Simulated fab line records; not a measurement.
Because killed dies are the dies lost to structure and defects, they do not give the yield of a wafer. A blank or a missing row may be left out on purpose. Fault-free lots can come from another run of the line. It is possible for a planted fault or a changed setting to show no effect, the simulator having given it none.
fab line records	flow n5-finfet
[record] lots = 7	wafers = 21
route steps=1938 shown ZERO_LAYER@9 FIN_SAQP@94 DUMMY_GATE@220 SD_EPI_N@268 SD_ACTIVATION@331
start-h: hours from the record's first day to the start of the lot's first wafer shown	wait-h: hours from the lot's prior step to this one	" same as the row above	L1.1+2: a single row standing in for several wafers	- either no value or no given start	* or withheld: withheld	< > ~ a bound
route shown NAME@n: names a module that has steps shown in the file, with the first one's number in the route	usual: mean/standard deviation of fault-free wafers	same: alike in all rows	chamber/n: place in a boat	sites: readings site by site	_std_site: standard deviation across them	_edge_site: the outer-site mean with the inner-site mean subtracted	radius-mm: for every site, how far away it sits from the centre of the wafer	mask NAME#n: copy n	behind: the last tool/chamber to shape the wafer	hold: why the lot was held/for how many hours/how that ended	device: the n, p or np transistor that did not switch	end of line: the tests these same wafers got at the end of their route	for a step that has no rows: nothing shown but its recipe	killed: at the first sort, the dies lost to defects and structure; wafer yield is something else	map: dies across one wafer; x = killed, . = not, _ = none there
set.NAME: the setting as run; set.NAME@STEP: as run at that earlier step	model.NAME: the simulator's own value behind a step, which no gauge read
one table per step and one row per wafer, for lots whose settings were changed on purpose
[[steps]]
[step N5_ZERO_LAYER_EXPOSE_08]
[recipe] mask-id = ZERO	na = 0.55	source-shape = conventional	sigma-outer = 0.8	polarization = unpolarized	defocus-nm = 0	target-cd-nm = 2000	dose-mj = 16.2
lot.wafer	tool	chamber	start-h	wait-h	mask	set.dose-mj
L074.1+5	krf-scanner-02	0	12.59	-	ZERO#0	16.2
L074.6	"	0	"	"	ZERO#0	16.78
L077.1+2	krf-scanner-02	0	30.49	-	ZERO#0	16.2
L077.3	"	0	"	"	ZERO#0	16.96
L082.1+4+5	krf-scanner-01	0	60.48	-	ZERO#0	16.2
L083.3+4	krf-scanner-02	0	66.62	-	ZERO#0	17.31
L083.6	"	0	"	"	ZERO#0	16.2
L091.1+2+4	krf-scanner-01	0	114.62	-	ZERO#0	16.2
L092.2	krf-scanner-02	0	120.60	-	ZERO#0	16.2
L092.5+6	"	0	"	"	ZERO#0	15.11
L094.1+3+5	krf-scanner-02	0	132.62	-	ZERO#0	16.2
[step N5_ZERO_LAYER_PEB_09]
[recipe] peb-temp-c = withheld	peb-time-s = *
[step N5_ZERO_LAYER_DEVELOP_10]
[recipe] develop-time-s = 60	rinse-liquid = diw	dry = air-spin	dev-temp-c = 21
[step N5_ZERO_LAYER_HARDBAKE_23]
[recipe] temp-c = 130	time-s = 120
[step N5_ZERO_LAYER_CD_MEAS_11]
[recipe] target-cd-nm = 2000	landing-energy-ev = 500	detector = se-inlens
[usual] cd-nm = 1999.4/1.6
lot.wafer	tool	chamber	start-h	wait-h	set.dose-mj@ZERO_LAYER_EXPOSE_08	cd-nm
L074.1	cd-sem-01	0	12.77	-	16.2	1999.6
L074.5	"	0	"	"	16.2	1998.9
L074.6	"	0	"	"	16.78	2006.6
L077.1	cd-sem-02	0	30.66	-	16.2	1999.7
L077.2	"	0	"	"	16.2	1997.7
L077.3	"	0	"	"	16.96	2007.1
L082.1	cd-sem-03	0	60.66	-	16.2	1999.1
L082.4	"	0	"	"	16.2	1997.8
L082.5	"	0	"	"	16.2	1999.0
L083.3	cd-sem-02	0	66.79	-	17.31	2013.4
L083.4	"	0	"	"	17.31	2014.0
L083.6	"	0	"	"	16.2	2002.5
L091.1	cd-sem-01	0	114.80	-	16.2	1998.6
L091.2	"	0	"	"	16.2	2000.3
L091.4	"	0	"	"	16.2	1998.4
L092.2	cd-sem-03	0	120.77	-	16.2	2004.4
L092.5	"	0	"	"	15.11	1987.4
L092.6	"	0	"	"	15.11	1988.2
L094.1	cd-sem-01	0	132.79	-	16.2	1999.7
L094.3	"	0	"	"	16.2	2001.2
L094.5	"	0	"	"	16.2	2001.4
[step N5_ZERO_LAYER_DESCUM_16]
[recipe] chemistry = O2	time-s = 7.9	source-power-w = 50	bias-power-w = 20	pressure-mtorr = 20	rf-frequency-hz = 2.712e+07	temp-c = 40	o2-flow-sccm = 225
lot.wafer	tool	chamber	start-h	wait-h	set.dose-mj@ZERO_LAYER_EXPOSE_08	model.ZERO_LAYER.cd-nm
L074.1	rie-diel-02	2	12.80	0.0	16.2	2000
L074.5	"	3	"	"	16.2	1999
L074.6	"	0	"	"	16.78	2007
L077.1	rie-diel-02	1	30.70	0.0	16.2	2000
L077.2	"	0	"	"	16.2	1998
L077.3	"	2	"	"	16.96	2007
L082.1+5	rie-diel-02	0,3	60.78	0.1	16.2	1999
L082.4	"	1	"	"	16.2	1998
L083.3+4	rie-diel-03	2,3	66.82	0.0	17.31	2014
L083.6	"	1	"	"	16.2	2003
L091.1	rie-diel-03	1	114.95	0.2	16.2	1998
L091.2	"	2	"	"	16.2	2000
L091.4	"	3	"	"	16.2	1999
L092.2	rie-diel-02	0	120.81	0.0	16.2	2005
L092.5	"	2	"	"	15.11	1987
L092.6	"	3	"	"	15.11	1988
L094.1	rie-diel-03	0	132.83	0.0	16.2	2000
L094.3	"	1	"	"	16.2	2001
L094.5	"	1	"	"	16.2	-
[step N5_ZERO_LAYER_ETCH_18]
[recipe] chemistry = HBr/Cl2	target = Si	target-depth-a = 1200	time-s = 40	pressure-mtorr = 10	icp-w = 800	bias-w = 75	HBr_flow_sccm = 150	Cl2_flow_sccm = 80
lot.wafer	tool	chamber	start-h	wait-h	set.bias-w	model.ZERO_LAYER.feature-depth-nm	model.etch.depth-nm
L074.1	rie-si-03	2	12.91	0.0	64.03	117.1	117.1
L074.5	"	3	"	"	75	119.1	119.1
L074.6	"	0	"	"	64.03	115.4	115.4
L077.1	rie-si-04	2	30.81	0.0	75	120.3	120.3
L077.2	"	0	"	"	75	121.6	121.6
L077.3	"	1	"	"	87.97	127.8	127.8
L082.1+5	rie-si-02	0,2	60.89	0.0	75	118.4	118.4
L082.4	"	3	"	"	75	118.8	118.8
L083.3+6	rie-si-04	2,3	66.93	0.0	75	119.5	119.5
L083.4	"	3	"	"	75	120.4	120.4
L091.1	rie-si-04	1	115.06	0.0	78.47	122.9	122.9
L091.2	"	3	"	"	75	119.3	119.3
L091.4	"	0	"	"	75	120	120
L092.2	rie-si-03	1	120.92	0.0	75	121	121
L092.5	"	2	"	"	75	121.4	121.4
L092.6	"	1	"	"	75	120.8	120.8
L094.1	rie-si-02	2	132.94	0.0	75	119.6	119.6
L094.3	"	0	"	"	75	120.3	120.3
L094.5	"	3	"	"	87.61	124	124
[step N5_FIN_SAQP_ALD_61]
[recipe] material = SiO2	target-thk-a = 40	temp-c = 300	ald-precursor-family = BDEAS	ald-co-reactant = O2-plasma	pulse-time-s = 1	purge-time-s = 2	co-reactant-purge-time-s = 2	ald-cycles = 43	pressure-torr = 2
lot.wafer	tool	chamber	start-h	wait-h	set.ald-cycles	model.SiO2_of_FIN_SAQP_ALD_61.thk-nm
L074.1	ald-sin-01	2	20.28	0.0	43	4.002
L074.5	"	3	"	"	43	4
L074.6	"	2	"	"	39	3.628
L077.1	ald-sin-03	2	39.41	0.0	41	3.808
L077.2	"	3	"	"	41	3.813
L077.3	"	1	"	"	41	3.793
L082.1	ald-sin-04	3	68.90	0.0	43	4.015
L082.4	"	2	"	"	43	4.022
L082.5	"	3	"	"	43	4.01
L083.3	ald-sin-03	0	74.38	0.0	43	3.999
L083.4	"	3	"	"	48	4.437
L083.6	"	3	"	"	43	3.968
L091.1	ald-sin-01	3	125.18	0.0	43	4.003
L091.2	"	2	"	"	45	4.191
L091.4	"	1	"	"	45	4.171
L092.2	ald-sin-03	2	129.30	0.0	43	3.998
L092.5	"	1	"	"	43	3.997
L092.6	"	0	"	"	43	4.021
L094.1	ald-sin-04	0	140.91	0.1	39	3.646
L094.3	"	2	"	"	43	3.991
L094.5	"	2	"	"	43	4.01
[step N5_FIN_SAQP_PECVD_48]
[recipe] material = SiNx	target-thk-a = 250	temp-c = 400	precursor = SiH4/NH3/N2	pressure-torr = 1.5	rf-w = 300	time-s = 22.1
lot.wafer	tool	chamber	start-h	wait-h	set.time-s	model.SiNx_of_FIN_SAQP_PECVD_48.thk-nm
L074.1	pecvd-01	2	20.86	0.0	22.1	24.38
L074.5	"	2	"	"	22.1	24.43
L074.6	"	1	"	"	24.84	28.03
L077.1	pecvd-02	1	40.15	0.0	22.1	24.87
L077.2	"	0	"	"	20.07	22.43
L077.3	"	1	"	"	22.1	25.31
L082.1	pecvd-04	2	69.63	0.0	22.1	24.49
L082.4	"	2	"	"	22.1	24.79
L082.5	"	1	"	"	22.1	24.81
L083.3	pecvd-04	1	75.22	0.0	22.1	24.94
L083.4	"	0	"	"	20.85	23.93
L083.6	"	2	"	"	20.85	23.99
L091.1	pecvd-04	0	125.76	0.0	22.1	25.15
L091.2	"	1	"	"	22.1	24.73
L091.4	"	0	"	"	19.53	22.13
L092.2	pecvd-02	1	129.89	0.0	22.1	24.78
L092.5	"	1	"	"	23.23	26.83
L092.6	"	0	"	"	22.1	25.37
L094.1	pecvd-02	1	141.68	0.0	24.2	27.43
L094.3	"	2	"	"	22.1	25.18
L094.5	"	2	"	"	22.1	25.5
[step N5_FIN_SAQP_PECVD_06]
[recipe] material = a-Si	target-thk-a = 600	temp-c = 400	precursor = SiH4/He	pressure-torr = 3	rf-w = 100	time-s = 48.1
[step N5_FIN_SAQP_HM_OPEN_73]
[recipe] chemistry = CHF3/O2	target = SiO2	stop-on = a-Si	target-depth-a = 120	over-etch-frac = 1.8	mask-material = SOC	time-s = 16.8	pressure-mtorr = 30	source-w = 650	bias-w = 170	Ar_flow_sccm = 200	CHF3_flow_sccm = 50	O2_flow_sccm = 5	ion-energy-ev = 200	ends = end-point
[step N5_FIN_SAQP_STRIP_74]
[recipe] chemistry = CHF3/O2	resist = SiARC	rf-frequency-hz = 6e+07
[step N5_FIN_SAQP_MANDREL_ETCH_22]
[recipe] target-depth-a = 600	chemistry = HBr/Cl2	target = a-Si	stop-on = SiNx	bt-time-s = 10	over-etch-frac = 0.5	time-s = 30	pressure-mtorr = 10	icp-w = 800	bias-w = 75	HBr_flow_sccm = 150	Cl2_flow_sccm = 80	ends = end-point
lot.wafer	tool	chamber	start-h	wait-h	set.time-s@FIN_SAQP_PECVD_48	model.SiNx_of_FIN_SAQP_PECVD_48.thk-nm
L074.1	rie-si-02	1	21.86	0.0	22.1	24.34
L074.5	"	0	"	"	22.1	24.43
L074.6	"	3	"	"	24.84	28.03
L077.1	rie-si-03	1	41.22	0.0	22.1	24.87
L077.2	"	2	"	"	20.07	22.39
L077.3	"	3	"	"	22.1	25.31
L082.1	rie-si-02	1	70.51	0.0	22.1	24.45
L082.4	"	0	"	"	22.1	24.79
L082.5	"	1	"	"	22.1	24.76
L083.3	rie-si-03	3	76.47	0.0	22.1	24.94
L083.4	"	1	"	"	20.85	23.93
L083.6	"	3	"	"	20.85	23.99
L091.1	rie-si-04	3	126.75	0.0	22.1	25.15
L091.2	"	0	"	"	22.1	24.7
L091.4	"	1	"	"	19.53	22.07
L092.2	rie-si-02	2	130.76	0.0	22.1	24.67
L092.5	"	0	"	"	23.23	26.83
L092.6	"	1	"	"	22.1	25.33
L094.1	rie-si-03	1	142.74	0.0	24.2	27.43
L094.3	"	3	"	"	22.1	25.18
L094.5	"	1	"	"	22.1	25.5
[step N5_FIN_SAQP_STRIP_55]
[recipe] chemistry = N2/H2	power-w = 500	temp-c = 40	pressure-mtorr = 50	rf-frequency-hz = 6e+07	overash-fraction = 0.3	bias-power-w = 28	h2-frac = 0.5	n2-flow-sccm = 300	h2-flow-sccm = 300
[step N5_FIN_SAQP_STRIP_23]
[recipe] chemistry = SPM	time-s = 750	temp-c = 130	h2so4-h2o2-vol-ratio = 4
[step N5_FIN_SAQP_MANDREL1_REMOVE_56]
[recipe] chemistry = HBr/Cl2/O2	bt-time-s = 10	target = a-Si	stop-on = SiNx	endpoint = OES-SiCl	over-etch-frac = 1	icp-w = 600	bias-w = 22	HBr_flow_sccm = 150	Cl2_flow_sccm = 80	O2_flow_sccm = 5	pressure-mtorr = 10
[step N5_FIN_SAQP_ETCH_57]
[recipe] chemistry = CH3F/O2	target = SiNx	mask-material = SiO2	target-depth-a = 325	time-s = 46.4	pressure-mtorr = 30	source-w = 395	bias-w = 73	Ar_flow_sccm = 150	CH3F_flow_sccm = 30	O2_flow_sccm = 20	ion-energy-ev = 120	ends = cleared
[usual] etch-rf-on-time-s = 46.6/0.79
lot.wafer	tool	chamber	start-h	wait-h	set.time-s@FIN_SAQP_PECVD_48	etch-rf-on-time-s	model.etch.depth-nm
L074.1	rie-diel-01	2	23.62	0.0	22.1	44.8	24.34
L074.5	"	0	"	"	22.1	45.0	24.43
L074.6	"	3	"	"	24.84	51.6	28.03
L077.1	rie-diel-05	3	42.99	0.0	22.1	45.9	24.87
L077.2	"	1	"	"	20.07	42.1	22.39
L077.3	"	0	"	"	22.1	47.0	25.31
L082.1	rie-diel-04	2	72.30	0.0	22.1	45.5	24.45
L082.4	"	0	"	"	22.1	46.8	24.79
L082.5	"	1	"	"	22.1	45.6	24.76
L083.3	rie-diel-05	3	78.32	0.0	22.1	46.4	24.94
L083.4	"	0	"	"	20.85	44.7	23.93
L083.6	"	2	"	"	20.85	44.8	23.99
L091.1	rie-diel-05	2	128.52	0.0	22.1	47.7	25.15
L091.2	"	1	"	"	22.1	47.1	24.7
L091.4	"	3	"	"	19.53	41.1	22.07
L092.2	rie-diel-01	3	133.20	0.0	22.1	46.5	24.67
L092.5	"	2	"	"	23.23	51.0	26.83
L092.6	"	1	"	"	22.1	47.5	25.33
L094.1	rie-diel-05	0	144.74	0.0	24.2	51.5	27.43
L094.3	"	1	"	"	22.1	47.2	25.18
L094.5	"	1	"	"	22.1	47.8	25.5
[step N5_DUMMY_GATE_HM_DEP_06]
[recipe] material = SiNx	target-thk-a = 800	precursor = DCS/NH3	temp-c = 700	pressure-mtorr = 300	time-s = 5141
lot.wafer	tool	chamber	start-h	wait-h	set.time-s	model.SiNx_of_DUMMY_GATE_HM_DEP_06.thk-nm
L074.1+6	-	-	-	0.0	5745	90.2
L074.5	"	-	"	"	5745	91
L077.1	-	-	-	0.0	5452	85
L077.2	"	-	"	"	5452	85.8
L077.3	"	-	"	"	5452	85.4
L082.1	lpcvd-01	1/15	88.97	0.0	5141	80.6
L082.4+5	"	1/29,1/34	"	"	5141	79.2
L083.3+4	-	-	-	0.0	4645	71.8
L083.6	"	-	"	"	4645	72.2
L091.1	-	-	-	0.0	4545	70.6
L091.2+4	"	-	"	"	4545	71
L092.2+6	-	-	-	0.0	5656	88
L092.5	"	-	"	"	5656	87.4
L094.1	-	-	-	0.0	5402	83.2
L094.3+5	"	-	"	"	5402	83.6
[step N5_SD_EPI_N_PEB_07]
[recipe] peb-temp-c = 110	peb-time-s = 60	resist = CAR-ArF-block
lot.wafer	tool	chamber	start-h	wait-h	set.peb-time-s
L074.1+6	litho-track-04	0	46.62	0.1	60
L074.5	"	0	"	"	67.12
L077.1+2	litho-track-02	0	66.17	0.1	65.83
L077.3	"	0	"	"	60
L082.1+4+5	litho-track-02	0	96.51	0.1	60
L083.3+4	litho-track-02	0	103.71	0.0	52.02
L083.6	"	0	"	"	60
L091.1+4	litho-track-03	0	152.30	0.1	66.74
L091.2	"	0	"	"	60
L092.2+5+6	litho-track-04	0	157.36	0.0	60
L094.1	litho-track-04	0	168.14	0.1	47.08
L094.3+5	"	0	"	"	60
[step N5_SD_EPI_N_DEVELOP_08]
[recipe] develop-time-s = 30	developer = TMAH	resist = CAR-ArF-block	dev-temp-c = 23	rinse-liquid = diw	dry = air-spin
[step N5_SD_EPI_N_CD_MEAS_09]
[recipe] target-cd-nm = 120	landing-energy-ev = 500	detector = se-inlens
[usual] cd-nm = 119.9/0.56
lot.wafer	tool	chamber	start-h	wait-h	set.peb-time-s@SD_EPI_N_PEB_07	cd-nm
L074.1	cd-sem-02	0	46.69	-	60	120.3
L074.5	"	0	"	"	67.12	124.1
L074.6	"	0	"	"	60	119.8
L077.1	cd-sem-02	0	66.24	-	65.83	122.7
L077.2	"	0	"	"	65.83	123.1
L077.3	"	0	"	"	60	119.4
L082.1	cd-sem-01	0	96.57	-	60	119.7
L082.4	"	0	"	"	60	119.5
L082.5	"	0	"	"	60	120.1
L083.3	cd-sem-03	0	103.78	-	52.02	115.0
L083.4	"	0	"	"	52.02	115.6
L083.6	"	0	"	"	60	120.6
L091.1	cd-sem-02	0	152.37	-	66.74	123.2
L091.2	"	0	"	"	60	119.5
L091.4	"	0	"	"	66.74	123.1
L092.2	cd-sem-01	0	157.43	-	60	120.5
L092.5	"	0	"	"	60	120.6
L092.6	"	0	"	"	60	121.3
L094.1	cd-sem-02	0	168.21	-	47.08	110.5
L094.3	"	0	"	"	60	119.5
L094.5	"	0	"	"	60	119.8
[step N5_SD_EPI_N_DESCUM_14]
[recipe] chemistry = O2	time-s = 7.9	source-power-w = 50	bias-power-w = 20	pressure-mtorr = 20	rf-frequency-hz = 2.712e+07	temp-c = 40	resist = CAR-ArF-block	o2-flow-sccm = 225
lot.wafer	tool	chamber	start-h	wait-h	set.time-s	set.peb-time-s@SD_EPI_N_PEB_07	model.SD_EPI_N.cd-nm
L074.1+6	rie-diel-04	3,0	46.78	0.0	6.202	60	119.8
L074.5	"	1	"	"	6.202	67.12	123.8
L077.1+2	rie-diel-04	0,1	66.34	0.0	7.9	65.83	123
L077.3	"	3	"	"	7.193	60	119.6
L082.1	rie-diel-05	1	97.27	0.6	7.9	60	119.8
L082.4	"	3	"	"	7.9	60	119.6
L082.5	"	0	"	"	7.9	60	120.2
L083.3	rie-diel-04	0	104.02	0.2	8.907	52.02	115.2
L083.4	"	1	"	"	8.907	52.02	115.6
L083.6	"	0	"	"	8.907	60	120.8
L091.1	rie-diel-05	2	152.64	0.2	7.256	66.74	123
L091.2	"	3	"	"	7.9	60	119.8
L091.4	"	1	"	"	7.256	66.74	122.8
L092.2	rie-diel-05	3	157.62	0.1	9.102	60	120.8
L092.5	"	2	"	"	7.9	60	120.4
L092.6	"	3	"	"	9.102	60	121.2
L094.1	rie-diel-05	2	168.30	0.0	9.556	47.08	110.6
L094.3	"	0	"	"	9.556	60	120
L094.5	"	0	"	"	7.9	60	119.4
[step N5_SD_EPI_N_ETCH_34]
[recipe] chemistry = CF4	target = SiARC	target-depth-a = 455	mask-material = CAR-ArF-block	time-s = 75.8	ion-energy-ev = 80	pressure-mtorr = 40	source-w = 545	bias-w = 36	Ar_flow_sccm = 100	cf4-flow-sccm = 100	ends = cleared
[step N5_SD_EPI_N_ETCH_35]
[recipe] chemistry = N2/H2	target = SOC	overetch-a = 1080	mask-material = SiARC	temp-c = 40	ion-energy-ev = 100	source-w = 3000	bias-w = 133	pressure-mtorr = 20	time-s = 486	n2-flow-sccm = 200	h2-flow-sccm = 200
lot.wafer	tool	chamber	start-h	wait-h	set.peb-time-s@SD_EPI_N_PEB_07	model.SD_EPI_N.cd-nm
L074.1	rie-diel-04	3	46.87	0.0	60	119.8
L074.5	"	1	"	"	67.12	124.4
L074.6	"	0	"	"	60	119
L077.1	rie-diel-04	0	66.43	0.0	65.83	122.4
L077.2	"	1	"	"	65.83	123.8
L077.3	"	3	"	"	60	120
L082.1+4	rie-diel-05	1,3	97.36	0.0	60	120.4
L082.5	"	0	"	"	60	120.6
L083.3	rie-diel-04	0	104.11	0.0	52.02	113.8
L083.4	"	1	"	"	52.02	116.4
L083.6	"	0	"	"	60	119.8
L091.1	rie-diel-05	2	152.74	0.0	66.74	123.4
L091.2	"	3	"	"	60	121
L091.4	"	1	"	"	66.74	122.8
L092.2+6	rie-diel-05	3	157.71	0.0	60	121.4
L092.5	"	2	"	"	60	118.8
L094.1	rie-diel-05	2	168.39	0.0	47.08	111.2
L094.3+5	"	0	"	"	60	119.8
[step N5_SD_EPI_N_STRIP_36]
[recipe] chemistry = N2/H2	temp-c = 40	n2-flow-sccm = 200	h2-flow-sccm = 200	rf-frequency-hz = 6e+07
[step N5_SD_EPI_N_ETCHBACK_44]
[recipe] chemistry = CH3F/O2	mode = anisotropic-etchback	target = SiNx	target-depth-a = 145	stop-on = SiO2	over-etch-frac = 0.3	ion-energy-ev = 120	pressure-mtorr = 30	source-w = 395	bias-w = 73	Ar_flow_sccm = 150	CH3F_flow_sccm = 30	O2_flow_sccm = 20
lot.wafer	tool	chamber	start-h	wait-h	set.peb-time-s@SD_EPI_N_PEB_07	model.SD_EPI_N.cd-nm
L074.1	rie-diel-04	3	47.19	0.0	60	119.8
L074.5	"	1	"	"	67.12	124.6
L074.6	"	0	"	"	60	119
L077.1	rie-diel-04	0	66.75	0.0	65.83	122.4
L077.2	"	1	"	"	65.83	124
L077.3	"	3	"	"	60	120
L082.1+4	rie-diel-05	1,3	97.68	0.0	60	120.4
L082.5	"	0	"	"	60	120.6
L083.3	rie-diel-04	0	104.44	0.0	52.02	113.8
L083.4	"	1	"	"	52.02	116.4
L083.6	"	0	"	"	60	120
L091.1	rie-diel-05	2	153.06	0.0	66.74	123.4
L091.2	"	3	"	"	60	121
L091.4	"	1	"	"	66.74	123
L092.2+6	rie-diel-05	3	158.04	0.0	60	121.4
L092.5	"	2	"	"	60	118.8
L094.1	rie-diel-05	2	168.71	0.0	47.08	111.2
L094.3+5	"	0	"	"	60	119.8
[step N5_SD_ACTIVATION_LSA_01]
[recipe] temp-c = 1080	time-s = 0.0008	ambient = N2
[usual] wafer_temp_C_max = 1083.4/0.91
lot.wafer	tool	chamber	start-h	wait-h	set.temp-c	wafer_temp_C_max
L074.1	laser-anneal-02	0	55.91	0.2	1059	1062.3
L074.5	"	0	"	"	1059	1062.7
L074.6	"	0	"	"	1080	1083.1
L077.1	laser-anneal-01	0	75.94	0.3	1110	1113.1
L077.2	"	0	"	"	1080	1083.4
L077.3	"	0	"	"	1110	1113.4
L082.1	laser-anneal-02	0	107.69	0.2	1080	1083.9
L082.4	"	0	"	"	1080	1083.9
L082.5	"	0	"	"	1080	1084.2
L083.3	laser-anneal-01	0	112.65	0.2	1070	1073.2
L083.4	"	0	"	"	1080	1082.5
L083.6	"	0	"	"	1080	1083.6
L091.1	laser-anneal-01	0	161.10	0.2	1080	1082.2
L091.2	"	0	"	"	1080	1082.8
L091.4	"	0	"	"	1063	1065.3
L092.2	laser-anneal-02	0	166.14	0.2	1080	1084.0
L092.5	"	0	"	"	1056	1060.3
L092.6	"	0	"	"	1056	1061.1
L094.1	laser-anneal-02	0	176.75	0.2	1064	1067.8
L094.3	"	0	"	"	1080	1084.0
L094.5	"	0	"	"	1064	1067.7
[step N5_SD_ACTIVATION_RS_MEAS_03]
[recipe] thk-meas-gauge = four-point-probe
[usual] RS_SD_N = 21.94/0.27	RS_SD_P = 56.0/0.7
lot.wafer	tool	chamber	start-h	wait-h	set.temp-c@SD_ACTIVATION_LSA_01	RS_SD_N[ohm/sq]	RS_SD_P[ohm/sq]
L074.1	film-metro-02	-	56.11	0.2	1059	24.27	55.8
L074.5	"	-	"	"	1059	23.85	55.7
L074.6	"	-	"	"	1080	22.26	55.4
L077.1	film-metro-02	-	76.15	0.2	1110	18.33	55.8
L077.2	"	-	"	"	1080	21.86	55.7
L077.3	"	-	"	"	1110	18.47	55.9
L082.1	film-metro-01	-	107.89	0.2	1080	22.36	55.3
L082.4	"	-	"	"	1080	22.20	54.8
L082.5	"	-	"	"	1080	22.35	55.7
L083.3	film-metro-02	-	112.84	0.2	1070	22.87	56.5
L083.4	"	-	"	"	1080	21.66	55.1
L083.6	"	-	"	"	1080	21.79	56.0
L091.1	film-metro-01	-	161.31	0.2	1080	22.22	55.9
L091.2	"	-	"	"	1080	21.90	56.4
L091.4	"	-	"	"	1063	23.95	56.9
L092.2	film-metro-01	-	166.33	0.2	1080	22.10	56.4
L092.5	"	-	"	"	1056	24.70	57.1
L092.6	"	-	"	"	1056	24.71	55.9
L094.1	film-metro-02	-	176.95	0.2	1064	23.70	56.0
L094.3	"	-	"	"	1080	21.88	56.1
L094.5	"	-	"	"	1064	23.76	55.9
[[key]]
[split] step = N5_ZERO_LAYER_EXPOSE_08	setting = dose-mj	stated = 16.2	by = wafer
[response] step = N5_ZERO_LAYER_CD_MEAS_11	reading = cd-nm	change = +2	per = 1%	r = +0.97
[response] step = N5_ZERO_LAYER_DESCUM_16	reading = model.ZERO_LAYER.cd-nm	change = +2.01	per = 1%	r = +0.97
[split] step = N5_ZERO_LAYER_ETCH_18	setting = bias-w	stated = 75	by = wafer
[response] step = N5_ZERO_LAYER_ETCH_18	reading = model.ZERO_LAYER.feature-depth-nm	change = +0.297	per = 1%	r = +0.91
[response] step = N5_ZERO_LAYER_ETCH_18	reading = model.etch.depth-nm	change = +0.297	per = 1%	r = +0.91
[split] step = N5_FIN_SAQP_ALD_61	setting = ald-cycles	stated = 43	by = wafer
[response] step = N5_FIN_SAQP_ALD_61	reading = model.SiO2_of_FIN_SAQP_ALD_61.thk-nm	change = +0.039	per = 1%	r = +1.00
[split] step = N5_FIN_SAQP_PECVD_48	setting = time-s	stated = 22.1	by = wafer
[response] step = N5_FIN_SAQP_PECVD_48	reading = model.SiNx_of_FIN_SAQP_PECVD_48.thk-nm	change = +0.262	per = 1%	r = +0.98
[response] step = N5_FIN_SAQP_MANDREL_ETCH_22	reading = model.SiNx_of_FIN_SAQP_PECVD_48.thk-nm	change = +0.265	per = 1%	r = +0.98
[response] step = N5_FIN_SAQP_ETCH_57	reading = etch-rf-on-time-s	change = *	per = 1%	r = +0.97
[response] step = N5_FIN_SAQP_ETCH_57	reading = model.etch.depth-nm	change = +0.265	per = 1%	r = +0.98
[split] step = N5_DUMMY_GATE_HM_DEP_06	setting = time-s	stated = 5141	by = lot
[response] step = N5_DUMMY_GATE_HM_DEP_06	reading = model.SiNx_of_DUMMY_GATE_HM_DEP_06.thk-nm	change = +0.824	per = 1%	r = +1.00
[split] step = N5_SD_EPI_N_PEB_07	setting = peb-time-s	stated = 60	by = wafer
[response] step = N5_SD_EPI_N_CD_MEAS_09	reading = cd-nm	change = +0.389	per = 1%	r = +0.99
[response] step = N5_SD_EPI_N_DESCUM_14	reading = model.SD_EPI_N.cd-nm	change = +0.382	per = 1%	r = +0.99
[response] step = N5_SD_EPI_N_ETCH_35	reading = model.SD_EPI_N.cd-nm	change = +0.36	per = 1%	r = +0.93
[response] step = N5_SD_EPI_N_ETCHBACK_44	reading = model.SD_EPI_N.cd-nm	change = +0.367	per = 1%	r = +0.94
[split] step = N5_SD_EPI_N_DESCUM_14	setting = time-s	stated = 7.9	by = wafer
response none clear
[split] step = N5_SD_ACTIVATION_LSA_01	setting = temp-c	stated = 1080	by = wafer
[response] step = N5_SD_ACTIVATION_LSA_01	reading = wafer_temp_C_max	change = *	per = 1%	r = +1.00
[response] step = N5_SD_ACTIVATION_RS_MEAS_03	reading = RS_SD_N	change = -1.17	per = 1%	r = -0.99
